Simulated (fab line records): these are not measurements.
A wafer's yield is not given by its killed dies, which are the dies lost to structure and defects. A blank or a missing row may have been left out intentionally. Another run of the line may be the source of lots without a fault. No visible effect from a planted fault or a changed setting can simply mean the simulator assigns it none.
fab line records -- flow n5_finfet
[record] lots = 9, wafers = 27, last_day = 17
route steps=1938 shown SDB@373 DUMMY_REMOVAL@377 HKMG_FIN@387 BEOL_M4@1111 PASSIVATION@1936
lots that met no fault: taken from a fault-free run of the same line
start_h: the number of hours between the record's first day and the start of the first shown wafer of the lot -- wait_h: time in hours since the lot's previous step -- " unchanged from the row above -- L1.1+2: a single row standing in for several wafers -- - value missing, or start not given -- * or withheld: withheld -- < > ~ a bound
route shown NAME@n: names a module that has steps shown in the file, with the first one's number in the route -- usual: mean/standard deviation taken from wafers without a fault -- same: alike in all rows -- chamber/n: place in a boat -- sites: readings site by site -- _std_site: their standard deviation -- _edge_site: inner sites' mean taken away from outer sites' mean -- radius_mm: for every site, how far away it sits from the centre of the wafer -- mask NAME#n: copy n -- behind: tool/chamber where the wafer was last shaped -- hold: what put the lot on hold/how long, in hours/how the hold closed -- device: transistor that didn't switch, given as n, p or np -- end of line: tests of these same wafers at the route's end -- for a step that has no rows: nothing shown but its recipe -- killed: at the first sort, the dies lost to defects and structure; wafer yield is something else -- map: the dies of a wafer, with x for killed, . for not killed, _ for no die there
set.NAME: the setting that was run; set.NAME@STEP: the one run at that earlier step -- model.NAME: the simulator's own value behind a step, which no gauge read
a sample of lots followed through the steps of the route, with each step as a table and each wafer as a row
services: a tool's chamber out of use, with start hour (start_h, from the record's first day; less than 0 if before it), hours out, and reason
[[steps]]
[step N5_SDB_ALD_29]
[recipe] material = SiNx, target_thk_a = 300, temp_c = 400, ald_precursor_family = SiH2I2, ald_co_reactant = N2/H2-plasma, pulse_time_s = 1, ald_cycles = 600, purge_time_s = 2, co_reactant_purge_time_s = 2, pressure_torr = 2
[usual] heater_power_w = 826/67, precursor_pulse_height_rel = 0.999/0.02
[same] ald_cycles = 600
lot.wafer,tool,chamber,start_h,wait_h,heater_power_w,precursor_pulse_height_rel
L344.2,ald_sin-02,1,72.98,0.3,840,0.949
L344.4,ald_sin-02,2,72.98,0.3,901,1.001
L344.5,ald_sin-02,0,74.34,1.7,738,0.998
L346.3,ald_sin-01,3,86.06,0.0,776,0.976
L346.5,ald_sin-01,0,87.42,1.4,881,1.013
L346.6,ald_sin-01,1,87.42,1.4,851,0.979
L349.2,ald_sin-02,3,104.39,0.1,857,0.986
L349.3,ald_sin-02,1,104.39,0.1,850,0.977
L349.5,ald_sin-02,0,105.74,1.5,722,1.000
L351.3,ald_sin-02,1,115.13,0.0,850,1.005
L351.5,ald_sin-02,0,116.48,1.4,688,1.030
L351.6,ald_sin-02,3,116.48,1.4,833,0.997
L352.1,ald_sin-02,2,121.91,0.3,842,1.001
L352.2,ald_sin-02,1,121.91,0.3,828,1.029
L352.6,ald_sin-02,0,123.26,1.7,691,1.020
L353.1,ald_sin-01,0,127.36,0.0,876,1.024
L353.4,ald_sin-01,2,128.72,1.4,842,1.009
L353.5,ald_sin-01,3,128.72,1.4,791,0.977
L360.1,ald_sin-04,1,167.89,0.0,808,0.998
L360.2,ald_sin-04,0,167.89,0.0,1045,1.040
L360.4,ald_sin-04,3,167.89,0.0,887,0.967
L363.1,ald_sin-01,3,185.93,0.0,794,0.997
L363.4,ald_sin-01,1,185.93,0.0,851,1.003
L363.5,ald_sin-01,3,187.28,1.4,799,0.995
L364.2,ald_sin-02,1,196.74,0.0,834,0.964
L364.3,ald_sin-02,3,196.74,0.0,844,0.967
L364.6,ald_sin-02,0,198.09,1.4,705,1.006
[step N5_SDB_INSPECT_36]
[recipe] inspect_instrument = darkfield, mode = post_cmp
[usual] raw_defect_count = 37/14
lot.wafer,tool,chamber,start_h,wait_h,raw_defect_count
L344.2,defect_inspect-01,-,76.04,0.0,105
L344.4,defect_inspect-01,-,76.04,0.0,44
L344.5,defect_inspect-01,-,76.04,0.0,48
L346.3,defect_inspect-01,-,89.12,0.0,59
L346.5,defect_inspect-01,-,89.12,0.0,28
L346.6,defect_inspect-01,-,89.12,0.0,36
L349.2,defect_inspect-02,-,107.44,0.0,25
L349.3,defect_inspect-02,-,107.44,0.0,18
L349.5,defect_inspect-02,-,107.44,0.0,15
L351.3,defect_inspect-02,-,118.19,0.0,31
L351.5,defect_inspect-02,-,118.19,0.0,42
L351.6,defect_inspect-02,-,118.19,0.0,32
L352.1,defect_inspect-02,-,124.96,0.0,46
L352.2,defect_inspect-02,-,124.96,0.0,51
L352.6,defect_inspect-02,-,124.96,0.0,44
L353.1,defect_inspect-02,-,130.42,0.0,26
L353.4,defect_inspect-02,-,130.42,0.0,70
L353.5,defect_inspect-02,-,130.42,0.0,21
L360.1,defect_inspect-01,-,170.94,0.0,50
L360.2,defect_inspect-01,-,170.94,0.0,29
L360.4,defect_inspect-01,-,170.94,0.0,27
L363.1,defect_inspect-02,-,189.17,0.0,21
L363.4,defect_inspect-02,-,189.17,0.0,35
L363.5,defect_inspect-02,-,189.17,0.0,28
L364.2,defect_inspect-01,-,199.79,0.0,20
L364.3,defect_inspect-01,-,199.79,0.0,29
L364.6,defect_inspect-01,-,199.79,0.0,28
[step N5_DUMMY_REMOVAL_HM_STRIP_01]
[recipe] chemistry = CH3F/O2, material = SiNx, target_depth_a = 40, stop_on = poly-Si, time_s = 6.8, over_etch_frac = 0.3, ion_energy_ev = 60, power_w = 410, bias_w = 29, Ar_flow_sccm = 150, CH3F_flow_sccm = 30, O2_flow_sccm = 20
[usual] bias_w = 29.00/0.091, drypump_motor_current_A = 5.42/0.3, oes_product_au = 0.62/0.066, rf_vpp_V = 127.8/0.99, showerhead_plenum_p_Torr = 2.03/0.06, throttle_valve_pct = 16.33/0.24
[same] time_s = 6.8
lot.wafer,tool,chamber,start_h,wait_h,bias_w,drypump_motor_current_A,oes_product_au,rf_hours_counter_h,rf_vpp_V,showerhead_plenum_p_Torr,throttle_valve_pct
L344.2,rie_diel-06,1,76.07,0.0,28.83,5.41,0.57,217,127.7,2.07,16.57
L344.4,rie_diel-06,2,76.07,0.0,29.20,5.89,0.61,166,127.9,1.99,16.56
L344.5,rie_diel-06,0,76.07,0.0,28.88,5.10,0.61,-,128.4,2.10,16.20
L346.3,rie_diel-05,3,89.23,0.1,28.93,5.34,0.61,131,127.6,2.00,16.32
L346.5,rie_diel-05,2,89.23,0.1,29.11,5.71,0.57,-,128.2,2.07,16.42
L346.6,rie_diel-05,0,89.23,0.1,28.96,5.02,0.57,-,127.7,2.05,16.67
L349.2,rie_diel-03,3,107.48,0.0,28.91,5.15,0.58,221,128.8,2.05,16.58
L349.3,rie_diel-03,1,107.48,0.0,29.05,5.29,0.69,35,128.4,2.14,16.25
L349.5,rie_diel-03,0,107.48,0.0,29.04,5.91,0.61,-,127.6,1.99,16.08
L351.3,rie_diel-03,0,118.22,0.0,28.94,5.94,0.60,172,127.1,1.99,16.08
L351.5,rie_diel-03,2,118.22,0.0,29.05,5.26,0.57,-,127.2,1.98,16.48
L351.6,rie_diel-03,1,118.22,0.0,28.88,5.28,0.68,-,126.4,2.14,16.28
L352.1,rie_diel-03,2,125.00,0.0,28.99,5.26,0.56,212,126.6,1.98,16.47
L352.2,rie_diel-03,0,125.00,0.0,29.19,5.93,0.60,174,126.7,1.99,16.09
L352.6,rie_diel-03,2,125.00,0.0,28.97,5.23,0.57,-,129.4,1.98,16.48
L353.1,rie_diel-03,0,130.50,0.1,29.06,5.93,0.59,176,126.9,1.99,16.07
L353.4,rie_diel-03,1,130.50,0.1,28.91,5.28,0.68,42,128.7,2.14,16.27
L353.5,rie_diel-03,1,130.50,0.1,29.00,5.28,0.69,-,128.5,2.14,16.29
L360.1,rie_diel-03,1,171.00,0.1,29.07,5.29,0.67,55,128.0,2.13,16.31
L360.2,rie_diel-03,0,171.00,0.1,28.95,5.93,0.59,188,126.1,1.98,16.12
L360.4,rie_diel-03,1,171.00,0.1,29.01,5.29,0.66,-,127.9,2.13,16.30
L363.1,rie_diel-05,1,189.20,0.0,28.87,5.48,0.74,26,128.3,1.95,15.83
L363.4,rie_diel-05,2,189.20,0.0,28.92,5.71,0.77,-,129.6,2.06,16.05
L363.5,rie_diel-05,3,189.20,0.0,29.00,5.31,0.59,-,127.4,1.99,16.36
L364.2,rie_diel-06,1,199.82,0.0,28.86,5.46,0.78,1,128.0,2.06,16.11
L364.3,rie_diel-06,2,199.82,0.0,29.23,5.90,0.59,199,127.2,1.98,16.64
L364.6,rie_diel-06,0,199.82,0.0,28.97,5.09,0.59,-,129.5,2.09,16.28
[step N5_HKMG_FIN_HK_ANNEAL_02]
[recipe] temp_c = 700, time_s = 30, ambient = N2, idle_temp_c = 600, ramp_up_c_per_s = 150, ramp_down_c_per_s = 60, cool_to_c = 600
[usual] lamp_power_pct = 8.81/0.053, lamp_zone_1_pct = 8.796/0.013, lamp_zone_2_pct = 8.800/0.011, lamp_zone_3_pct = 8.799/0.012, lamp_zone_4_pct = 8.793/0.012, lamp_zone_5_pct = 8.798/0.011, lamp_zone_6_pct = 8.725/0.011, lamp_zone_7_pct = 9.194/0.012, wafer_temp_C_max = 702.9/0.64
[same] time_s = 30
lot.wafer,tool,chamber,start_h,wait_h,lamp_power_pct,lamp_zone_1_pct,lamp_zone_2_pct,lamp_zone_3_pct,lamp_zone_4_pct,lamp_zone_5_pct,lamp_zone_6_pct,lamp_zone_7_pct,wafer_temp_C_max
L344.2,rtp_anneal-01,0,77.28,0.5,8.83,8.815,8.786,8.814,8.792,8.809,8.722,9.181,703.6
L344.4,rtp_anneal-01,0,77.28,0.5,8.79,8.801,8.795,8.810,8.790,8.795,8.730,9.189,702.5
L344.5,rtp_anneal-01,0,77.28,0.5,8.80,8.813,8.805,8.810,8.808,8.800,8.744,9.190,702.9
L346.3,rtp_anneal-01,0,90.23,0.2,8.83,8.797,8.797,8.819,8.798,8.810,8.729,9.185,704.0
L346.5,rtp_anneal-01,0,90.23,0.2,8.77,8.804,8.805,8.785,8.787,8.792,8.725,9.196,702.5
L346.6,rtp_anneal-01,0,90.23,0.2,8.73,8.798,8.781,8.803,8.791,8.798,8.724,9.209,703.1
L349.2,rtp_anneal-02,0,108.25,0.1,8.80,8.804,8.809,8.800,8.800,8.802,8.720,9.190,702.2
L349.3,rtp_anneal-02,0,108.25,0.1,8.84,8.794,8.785,8.824,8.796,8.788,8.712,9.192,703.4
L349.5,rtp_anneal-02,0,108.25,0.1,8.80,8.806,8.804,8.797,8.805,8.808,8.734,9.226,702.8
L351.3,rtp_anneal-02,0,119.03,0.2,8.73,8.804,8.782,8.792,8.827,8.819,8.729,9.183,703.4
L351.5,rtp_anneal-02,0,119.03,0.2,8.78,8.782,8.806,8.800,8.804,8.788,8.728,9.179,702.4
L351.6,rtp_anneal-02,0,119.03,0.2,8.81,8.807,8.807,8.805,8.803,8.822,8.725,9.192,703.0
L352.1,rtp_anneal-02,0,125.80,0.2,9.92,9.908,9.885,9.899,9.892,9.888,9.819,10.333,702.6
L352.2,rtp_anneal-02,0,125.80,0.2,10.02,9.873,9.873,9.883,9.873,9.885,9.811,10.312,702.4
L352.6,rtp_anneal-02,0,125.80,0.2,9.87,9.883,9.898,9.889,9.852,9.897,9.793,10.333,703.2
L353.1,rtp_anneal-02,0,131.27,0.1,9.95,9.902,9.881,9.886,9.890,9.903,9.816,10.334,702.3
L353.4,rtp_anneal-02,0,131.27,0.1,9.89,9.891,9.871,9.914,9.897,9.875,9.819,10.337,702.4
L353.5,rtp_anneal-02,0,131.27,0.1,9.92,9.859,9.874,9.895,9.894,9.908,9.823,10.325,702.1
L360.1,rtp_anneal-01,0,171.74,0.1,8.90,8.805,8.814,8.798,8.804,8.799,8.721,9.195,704.6
L360.2,rtp_anneal-01,0,171.74,0.1,8.79,8.794,8.803,8.802,8.782,8.808,8.728,9.182,703.6
L360.4,rtp_anneal-01,0,171.74,0.1,8.76,8.791,8.811,8.798,8.795,8.804,8.711,9.216,702.1
L363.1,rtp_anneal-01,0,190.01,0.2,8.75,8.791,8.794,8.788,8.782,8.793,8.719,9.184,701.5
L363.4,rtp_anneal-01,0,190.01,0.2,8.76,8.787,8.824,8.794,8.796,8.796,8.712,9.192,703.0
L363.5,rtp_anneal-01,0,190.01,0.2,8.67,8.782,8.794,8.796,8.780,8.810,8.724,9.208,701.9
L364.2,rtp_anneal-01,0,200.65,0.2,8.85,8.813,8.795,8.801,8.777,8.794,8.736,9.196,703.6
L364.3,rtp_anneal-01,0,200.65,0.2,8.75,8.805,8.806,8.792,8.797,8.802,8.727,9.207,702.1
L364.6,rtp_anneal-01,0,200.65,0.2,8.87,8.805,8.805,8.832,8.795,8.804,8.710,9.204,702.7
[step N5_BEOL_M4_RC_MEAS_101]
[usual] DIBL_N = 36.4/1.7, DIBL_P = 36.4/2.1, IOFF_N = 0.16/0.035, IOFF_P = 0.21/0.035, ION_N = 680/11, ION_P = 465/6.8, RS_SD_N = 28.5/0.35, SS_N = 71.5/0.58, SS_P = 73.2/0.72, VT_N = 249/3.6, VT_P = -250/3.1
lot.wafer,tool,chamber,start_h,wait_h,DIBL_N[mV/V],DIBL_P[mV/V],IOFF_N[nA/um],IOFF_P[nA/um],ION_N[uA/um],ION_P[uA/um],RS_SD_N[ohm/sq],SS_N[mV/dec],SS_P[mV/dec],VT_N[mV],VT_P[mV]
L344.2,prober-02,0,176.91,0.2,34.6,34.5,0.14,0.19,669,462,28.5,71.7,72.8,252,-248
L344.4,prober-02,0,176.91,0.2,34.0,33.7,0.13,0.17,667,460,28.4,71.6,72.1,253,-253
L344.5,prober-02,0,176.91,0.2,37.1,37.9,0.18,0.23,689,467,28.7,71.5,73.1,246,-247
L346.3,prober-01,0,191.48,0.3,35.5,36.7,0.17,0.22,701,472,28.9,71.6,73.9,246,-246
L346.5,prober-01,0,191.48,0.3,36.5,37.4,0.20,0.23,691,463,28.6,71.4,73.5,246,-246
L346.6,prober-01,0,191.48,0.3,34.6,35.5,0.16,0.19,686,464,28.8,71.5,73.5,250,-251
L349.2,prober-01,0,214.45,0.2,36.3,35.4,0.15,0.22,689,472,28.4,71.8,73.4,252,-248
L349.3,prober-01,0,214.45,0.2,34.1,33.1,0.13,0.19,670,466,28.6,71.3,72.8,252,-246
L349.5,prober-01,0,214.45,0.2,36.1,35.0,0.15,0.22,683,474,28.3,71.7,73.1,252,-246
L351.3,prober-02,0,215.20,0.9,34.2,34.4,0.13,0.18,689,466,28.2,70.7,72.2,251,-254
L351.5,prober-02,0,215.20,0.9,34.8,34.9,0.14,0.18,675,465,28.3,72.1,72.0,251,-253
L351.6,prober-02,0,215.20,0.9,37.7,37.7,0.18,0.22,695,468,28.2,71.9,72.7,248,-252
L352.1,prober-02,0,218.23,0.0,37.3,37.1,0.16,0.21,687,474,29.8,72.0,73.5,250,-250
L352.2,prober-02,0,218.23,0.0,38.8,40.0,0.20,0.26,694,476,29.9,71.3,73.4,248,-247
L352.6,prober-02,0,218.23,0.0,41.1,42.9,0.26,0.32,703,478,29.7,72.4,74.2,243,-243
L353.1,prober-01,0,220.75,0.0,38.6,37.1,0.21,0.26,699,476,29.4,71.9,73.1,242,-244
L353.4,prober-01,0,220.75,0.0,36.4,34.0,0.14,0.20,657,460,29.9,72.0,72.3,251,-250
L353.5,prober-01,0,220.75,0.0,36.7,35.5,0.15,0.23,684,471,29.5,71.7,72.7,245,-245
L360.1,prober-02,0,273.42,0.0,37.1,38.1,0.16,0.22,680,461,28.5,71.9,73.2,250,-251
L360.2,prober-02,0,273.42,0.0,36.5,37.3,0.15,0.21,656,452,28.4,71.4,72.5,254,-250
L360.4,prober-02,0,273.42,0.0,34.3,35.6,0.13,0.19,668,465,28.3,71.2,72.7,255,-248
L364.2,prober-02,0,293.39,0.2,39.5,40.4,0.24,0.28,686,463,28.4,73.2,74.5,243,-247
L364.3,prober-02,0,293.39,0.2,37.7,37.7,0.19,0.23,702,471,27.8,71.0,73.2,243,-249
L364.6,prober-02,0,293.39,0.2,41.5,42.8,0.31,0.32,717,480,28.1,72.9,75.0,239,-245
L363.1,prober-01,0,302.39,0.0,36.7,38.0,0.19,0.23,681,460,28.4,71.7,73.4,245,-249
L363.4,prober-01,0,302.39,0.0,35.4,35.9,0.17,0.19,684,460,28.5,71.5,73.1,246,-253
L363.5,prober-01,0,302.39,0.0,35.4,36.5,0.18,0.19,690,466,28.6,71.6,73.5,248,-254
[step N5_PASSIVATION_PROBE_49]
[usual] defect_limited_yield = 91.3/1.4, killed_at_M0_to_M3 = 36/11, killed_at_M4_up = 13/5.2, killed_at_contacts = 13/6.5, killed_at_front_end = 37/11, killed_at_other = 3.6/2.9, killed_dies = 103/17, killed_on_rim = 13/3.6, killed_open = 68/12, killed_short = 33/7.3, sort_bin_4_leakage = 0.01/0.039, sort_bin_5_function = 5.2/0.91, sort_bin_6_memory = 3.2/0.67, sort_bin_8_speed = 0.00/0.0099, sort_n_pass = 1077/17, sort_yield_pct = 91.3/1.4
[same] gross_dies = 1180, killed_at_back_side = 0
lot.wafer,tool,chamber,start_h,wait_h,defect_limited_yield[%],killed_at_M0_to_M3,killed_at_M4_up,killed_at_contacts,killed_at_front_end,killed_at_other,killed_dies,killed_on_rim,killed_open,killed_short,sort_bin_4_leakage[%],sort_bin_5_function[%],sort_bin_6_memory[%],sort_bin_8_speed[%],sort_n_pass,sort_yield_pct[%]
L352.6,prober-01,-,333.18,0.3,89.4,44,6,26,41,8,125,12,75,50,0.17,6.6,3.9,0,1053,89.2
// killed by level:class
L352.6 MOL_CONTACT_COAG:geometric_particle:open=18 BEOL_M0_SAQP:geometric_particle:short=12 FIN_SAQP:geometric_particle:short=9 BEOL_M0_SAQP:geometric_particle:open=9 FIN_SAQP:geometric_particle:open=8 MOL_CONTACT_COAG:geometric_particle:short=8 STI_FIN_REVEAL:geometric_particle:open=6 BEOL_M1:geometric_particle:open=6
[[services]]
tool,chamber,start_h,hours,kind
rie_diel-05,1,77.53,-,clean
rie_diel-05,1,77.53,-,consumable_replace:focus_ring
rie_diel-05,1,77.53,21.6,scheduled_down
rie_diel-05,1,77.53,21.6,vent_cycle
rtp_anneal-02,-,84.60,0.9,pm
ald_sin-02,-,85.48,14.0,pm
ald_sin-02,0,85.48,14.0,vent_cycle
ald_sin-02,1,85.48,14.0,vent_cycle
ald_sin-02,2,85.48,14.0,vent_cycle
ald_sin-02,3,85.48,14.0,vent_cycle
rie_diel-05,0,91.43,9.1,repair
ald_sin-04,-,94.92,28.1,pm
ald_sin-02,0,99.48,-,clean
ald_sin-02,1,99.48,-,clean
ald_sin-02,2,99.48,-,clean
ald_sin-02,3,99.48,-,clean
rie_diel-06,2,118.80,26.8,repair
ald_sin-01,1,126.81,11.3,repair
ald_sin-01,2,138.37,4.5,repair
rie_diel-05,2,156.15,-,clean
rie_diel-05,2,156.15,-,consumable_replace:focus_ring
rie_diel-06,0,169.70,4.3,repair
rie_diel-06,1,173.98,-,clean
rie_diel-05,-,184.13,1.2,repair
[[key]]
[first_sign] step = N5_HKMG_FIN_HK_ANNEAL_02, reading = lamp_zone_6_pct, direction = up, sigmas = 99+, usual = *, struck = *
[effect] step = N5_HKMG_FIN_HK_ANNEAL_02, reading = lamp_zone_5_pct, direction = up, sigmas = 98, usual = *, struck = *
[effect] step = N5_BEOL_M4_RC_MEAS_101, reading = RS_SD_N, direction = up, sigmas = 3.5, usual = 28.5, struck = 29.7
met_at N5_HKMG_FIN_HK_ANNEAL_02
struck_lots L352,L353
not_acting_at N5_SDB_ALD_29,N5_SDB_INSPECT_36,N5_DUMMY_REMOVAL_HM_STRIP_01
onset_between 119.03 125.80
[fault] kind = process_parameter_drift, tool = rtp_anneal-02, chamber = -, onset_h = 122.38, steps = N5_HKMG_FIN_HK_ANNEAL_02, channel = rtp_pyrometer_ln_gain, offset = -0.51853, shape = step, end_h = 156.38
